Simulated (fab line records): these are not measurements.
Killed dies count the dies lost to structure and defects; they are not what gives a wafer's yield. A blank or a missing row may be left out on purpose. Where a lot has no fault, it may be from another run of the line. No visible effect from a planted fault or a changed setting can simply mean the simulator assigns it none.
Matching of chambers + flow n5 finfet + pecvd-01 running N5_FIN_SAQP_PECVD_06: 3 sister chambers
The step deposits a-Si from SiH4/He, target thk 60 nm, time 48.1 s. 3 wafers are shown with their chamber, then 12 later ones without.

WAFERS, EACH WITH ITS CHAMBER
| wafer  | chamber | showerhead plenum p Torr (Torr) |
|--------|---------|---------------------------------|
| L092.2 | 0       | 5.64                            |
| L093.3 | 1       | 5.60                            |
| L093.4 | 2       | 5.69                            |

WAFERS WITHOUT THEIR CHAMBER
| wafer  | showerhead plenum p Torr (Torr) |
|--------|---------------------------------|
| L095.2 | 5.60                            |
| L095.4 | 5.65                            |
| L095.5 | 5.70                            |
| L096.1 | 5.70                            |
| L096.2 | 5.59                            |
| L096.3 | 5.65                            |
| L096.4 | 5.72                            |
| L096.5 | 5.59                            |
| L096.6 | 5.64                            |
| L097.1 | 5.71                            |
| L097.4 | 5.70                            |
| L097.6 | 5.65                            |

CHAMBER TAKEN BY EACH
| wafer  | from the rows above | in truth |
|--------|---------------------|----------|
| L095.2 | 1                   | 1        |
| L095.4 | 0                   | 0        |
| L095.5 | 2                   | 2        |
| L096.1 | 2                   | 2        |
| L096.2 | 1                   | 1        |
| L096.3 | 0                   | 0        |
| L096.4 | 2                   | 2        |
| L096.5 | 1                   | 1        |
| L096.6 | 0                   | 0        |
| L097.1 | 2                   | 2        |
| L097.4 | 2                   | 2        |
| L097.6 | 0                   | 0        |
Correctly placed: 12 of 12. Can't be placed from these rows: 0. Placed wrongly: 0.
How it was worked out, from the rows above alone: a wafer's distance from a chamber is the root of the sum, over the readings, of the square of ((its reading less the chamber's mean) divided by the reading's scatter). If the next closest chamber is less than 2 further off than the closest, the wafer can't be placed; otherwise it belongs to the closest. Each chamber's mean is taken over the wafers shown for it. The scatter: with one shown wafer a chamber, the root of the mean of the squares of how far each hidden wafer lies from its nearest shown one.
